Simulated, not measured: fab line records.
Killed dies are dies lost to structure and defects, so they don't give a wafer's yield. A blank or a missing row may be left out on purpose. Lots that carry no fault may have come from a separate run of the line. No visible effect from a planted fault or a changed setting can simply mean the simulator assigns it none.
What tool caused it? ; flow nand harc ; Sampling: 11 lots, 33 wafers, 6 of 1302 route steps

== WHAT THE GAUGES READ, wafer by wafer ==
NHARC_THIN_TSV_INSPECT_40. Usual: raw defect count 578, standard deviation 90.
lot;measured;on;raw defect count;flag
L610;day 24 22:52;defect inspect-02;611 656 596;
L614;day 25 04:46;defect inspect-02;535 476 475;
L616;day 25 21:29;defect inspect-01;509 477 629;
L615;day 26 00:39;defect inspect-02;560 590 592;
L622;day 28 21:47;defect inspect-01;498 543 425;
L624;day 29 17:40;defect inspect-02;499 432 491;
L625;day 30 01:27;defect inspect-02;743 677 547;
L626;day 31 05:19;defect inspect-02;750 682 558;
L628;day 31 05:19;defect inspect-01;1421 650 661;OFF
L629;day 31 16:29;defect inspect-02;615 724 1612;OFF
L633;day 33 21:16;defect inspect-01;478 750 520;

NHARC_END_SORT_01. Usual: defect limited yield 93.3 %, standard deviation 1.5; killed at array 41, standard deviation 10; killed at other 0.8, standard deviation 0.91; killed at periphery 4.2, standard deviation 2.9; killed dies 46, standard deviation 10; killed open 3.5, standard deviation 2.1; killed short 2.5, standard deviation 1.6; sort_bin_2_pct 2.4 %, standard deviation 0.71; sort_bin_3_pct 0.6 %, standard deviation 0.33; sort_bin_4_pct 3.8 %, standard deviation 0.93; sort n pass 631, standard deviation 10; sort rim yield pct 86 %, standard deviation 4.5; sort yield pct 93.3 %, standard deviation 1.5.
lot;measured;on;defect limited yield (%);killed at array;killed at other;killed at periphery;killed dies;killed open;killed short;sort_bin_2_pct (%);sort_bin_3_pct (%);sort_bin_4_pct (%);sort n pass;sort rim yield pct (%);sort yield pct (%);flag
L628;day 31 09:58;prober-01;85.8 90.8 92.8;51 55 47;38 1 0;7 6 2;96 62 49;5 1 4;3 5 1;4.6 3.4 2.8;3.1 0.9 0.7;6.5 4.9 3.7;581 615 628;71 76 80;85.8 90.8 92.8;OFF
L629;day 31 20:23;prober-01;92.8 93.4 86.0;49 42 54;0 2 38;0 1 3;49 45 95;4 5 3;0 3 2;3.4 3.0 6.4;0.3 0.6 2.8;3.5 3.1 4.9;628 632 582;82 88 70;92.8 93.4 86.0;OFF

== TOOL THAT RAN EACH LOT (tool first, then ch and the chambers of the sampled wafers, then the start) ==
lot;NHARC_A_BONDPAD_DESCUM_11;NHARC_A_BONDPAD_ETCH_24;NHARC_THIN_TSV_ETCH_36;NHARC_THIN_TSV_STRIP_57
L610;rie diel-09 ch 0,1,3, day 23 21:18;rie diel-04 ch 1,3, day 24 19:21 or earlier;rie metal-03 ch 0,1, day 24 19:21;wet bench-08 ch 5,6,7, day 24 19:47
L614;rie diel-09 ch 0,1,3, day 24 01:39;rie diel-04 ch 0,2,3, day 24 23:16 or earlier;rie metal-03 ch 0,1, day 24 23:16;wet bench-08 ch 4,6,7, day 24 23:43
L616;rie diel-01 ch 1,2,3, day 24 14:59;rie diel-04 ch 1,2,3, day 25 14:30 or earlier;rie metal-03 ch 0,1, day 25 14:30;wet bench-08 ch 1,2,3, day 25 14:59
L615;rie diel-04 ch 1,3, day 24 21:54;rie diel-04 ch 1,3, day 24 22:30;rie metal-02 ch 0,1, day 25 19:05;wet bench-08 ch 0,6,7, day 25 19:34
L622;rie diel-09 ch 0,2,3, day 27 20:46;rie diel-04 ch 0,1,3, day 28 18:01 or earlier;rie metal-02 ch 0,1, day 28 18:01;wet bench-08 ch 4,5,7, day 28 18:28
L624;rie diel-09 ch 0,1,3, day 28 13:39;rie diel-09 ch 0,1,3, day 29 12:09 or earlier;rie metal-03 ch 0, day 29 12:09;wet bench-10 ch 0,1,5, day 29 12:35
L625;rie diel-09 ch 0,1,3, day 28 20:46;rie diel-09 ch 0,1,3, day 29 20:02 or earlier;rie metal-01 ch 0,1, day 29 20:02;wet bench-08 ch 3,6,7, day 29 20:29
L626;rie diel-09 ch 1,3, day 29 23:40;rie diel-01 ch 0,1, day 30 00:15;rie metal-01 ch 0, day 30 23:54;wet bench-08 ch 0,5,7, day 31 00:22
L628;rie diel-04 ch 0,2, day 30 01:16;rie diel-09 ch 1,3, day 31 01:16 or earlier;rie metal-01 ch 0,1, day 31 01:16;wet bench-08 ch 0,4,5, day 31 01:42
L629;rie diel-09 ch 0,1, day 30 15:34;rie diel-09 ch 0,2, day 31 12:15 or earlier;rie metal-03 ch 1, day 31 12:15;wet bench-08 ch 3,4,5, day 31 12:43
L633;rie diel-09 ch 0,1, day 32 18:08;rie diel-09 ch 1,3, day 33 15:23 or earlier;rie metal-02 ch 0,1, day 33 15:23;wet bench-10 ch 5,6,7, day 33 15:51
- NHARC_A_BONDPAD_DESCUM_11: chemistry O2, time 3 s.
- NHARC_A_BONDPAD_ETCH_24: etches the open film in CF4/N2, target depth 30 nm, time 72.99 s.
- NHARC_THIN_TSV_ETCH_36: etches the open film in Cl2/BCl3, target depth 65 nm, time 18.571 s.
- NHARC_THIN_TSV_STRIP_57: strips in post etch residue remover, time 1200 s.

== WHAT THE TOOLS THEMSELVES READ (means of the sampled wafers that have a number; where no wafer has one, the mark that the record gives instead) ==
NHARC_A_BONDPAD_DESCUM_11. Usual: drypump motor current A 5.9 A, standard deviation 0.4; oes product au 0.997 a.u., standard deviation 0.0089; rf vpp V 57.9 V, standard deviation 0.96; showerhead plenum p Torr 1.95 Torr, standard deviation 0.074; throttle valve pct 11.312 %, standard deviation 0.0088.
lot;tool;drypump motor current A (A);oes product au (a.u.);rf vpp V (V);showerhead plenum p Torr (Torr);throttle valve pct (%);flag
L610;rie diel-09;6.2;0.992;58.0;1.98;11.306;
L614;rie diel-09;6.1;1.002;58.1;1.98;11.307;
L616;rie diel-01;5.9;1.000;58.3;1.95;11.313;
L615;rie diel-04;6.1;1.008;58.9;1.96;11.321;
L622;rie diel-09;5.8;0.998;57.7;1.95;11.318;
L624;rie diel-09;6.2;0.993;58.1;1.98;11.311;
L625;rie diel-09;6.1;0.995;58.7;1.98;11.316;
L626;rie diel-09;6.2;0.991;58.7;1.95;11.317;
L628;rie diel-04;6.1;0.993;58.1;1.97;11.317;
L629;rie diel-09;6.2;0.993;58.5;2.01;11.310;
L633;rie diel-09;6.1;1.002;57.8;2.01;11.312;

NHARC_A_BONDPAD_ETCH_24. Usual: drypump motor current A 6.0 A, standard deviation 0.35; oes product au 0.997 a.u., standard deviation 0.0097; rf vpp V 315.1 V, standard deviation 1.6; showerhead plenum p Torr 2.69 Torr, standard deviation 0.089; throttle valve pct 19.795 %, standard deviation 0.0086.
lot;tool;drypump motor current A (A);oes product au (a.u.);rf vpp V (V);showerhead plenum p Torr (Torr);throttle valve pct (%);flag
L610;rie diel-04;6.0;1.000;315.8;2.71;19.799;
L614;rie diel-04;6.1;0.993;314.7;2.71;19.793;
L616;rie diel-04;6.0;0.997;316.1;2.72;19.798;
L615;rie diel-04;6.1;0.998;315.5;2.68;19.787;
L622;rie diel-04;6.2;0.998;314.8;2.67;19.791;
L624;rie diel-09;6.2;0.993;315.1;2.71;19.799;
L625;rie diel-09;6.2;0.989;315.9;2.71;19.796;
L626;rie diel-01;5.6;0.996;316.4;2.74;19.792;
L628;rie diel-09;6.2;0.985;315.0;2.65;19.794;
L629;rie diel-09;5.8;0.994;315.3;2.72;19.795;
L633;rie diel-09;6.2;0.986;314.5;2.65;19.794;

NHARC_THIN_TSV_ETCH_36. Usual: drypump motor current A 5.8 A, standard deviation 0.38; oes product au 0.995 a.u., standard deviation 0.0069.
lot;tool;drypump motor current A (A);oes product au (a.u.);flag
L610;rie metal-03;6.1;0.998;
L614;rie metal-03;5.7;1.004;
L616;rie metal-03;6.1;0.997;
L615;rie metal-02;6.0;0.996;
L622;rie metal-02;5.9;0.998;
L624;rie metal-03;5.4;0.990;
L625;rie metal-01;5.6;0.987;
L626;rie metal-01;5.5;0.994;
L628;rie metal-01;5.6;0.991;
L629;rie metal-03;6.4;1.002;
L633;rie metal-02;5.9;0.991;

NHARC_THIN_TSV_STRIP_57. Usual: bath heat duty pct 14.0 %, standard deviation 1.9.
lot;tool;bath heat duty pct (%);flag
L610;wet bench-08;14.0;
L614;wet bench-08;13.3;
L616;wet bench-08;15.0;
L615;wet bench-08;12.5;
L622;wet bench-08;15.3;
L624;wet bench-10;14.3;
L625;wet bench-08;14.6;
L626;wet bench-08;13.3;
L628;wet bench-08;13.7;
L629;wet bench-08;15.5;
L633;wet bench-10;14.6;

== THE ANSWER, worked out from the rows above alone ==
Rule: lot off if the mean of its wafers having a number is beyond 3 standard deviations from the usual mean. A lot without any number at a reading at which 4 lots or more have one is off too. Any other lot the step has rows for is counted as sound. After the gauges, taken in route order, come the tools' own readings; for these a lot's mean is taken, as printed above. At the first step where some lot is off, the reading lying furthest off is the one used; lots without a number count as furthest.
Off: L628, L629 (NHARC_THIN_TSV_INSPECT_40, raw defect count).
A tool fits if, at a process step before that reading, it ran every lot that is off, and no sound lot after the first of them. The gauges at NHARC_THIN_TSV_INSPECT_40 aren't tried: what is off there is off at NHARC_END_SORT_01 too, on other tools, and a gauge's error can't cause that. NHARC_A_BONDPAD_ETCH_24: start missing for some lots; hours and lot order therefore follow NHARC_THIN_TSV_ETCH_36. One fits: wet bench-08 at NHARC_THIN_TSV_STRIP_57. Its last sound lot is L626 (day 31 00:22), its first lot that is off L628 (day 31 01:42): a fault that began between those two fits.

== WHAT WAS PUT IN BY THE SIMULATOR ==
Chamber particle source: wet bench-08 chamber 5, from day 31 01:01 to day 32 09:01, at NHARC_THIN_TSV_STRIP_57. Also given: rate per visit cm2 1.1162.
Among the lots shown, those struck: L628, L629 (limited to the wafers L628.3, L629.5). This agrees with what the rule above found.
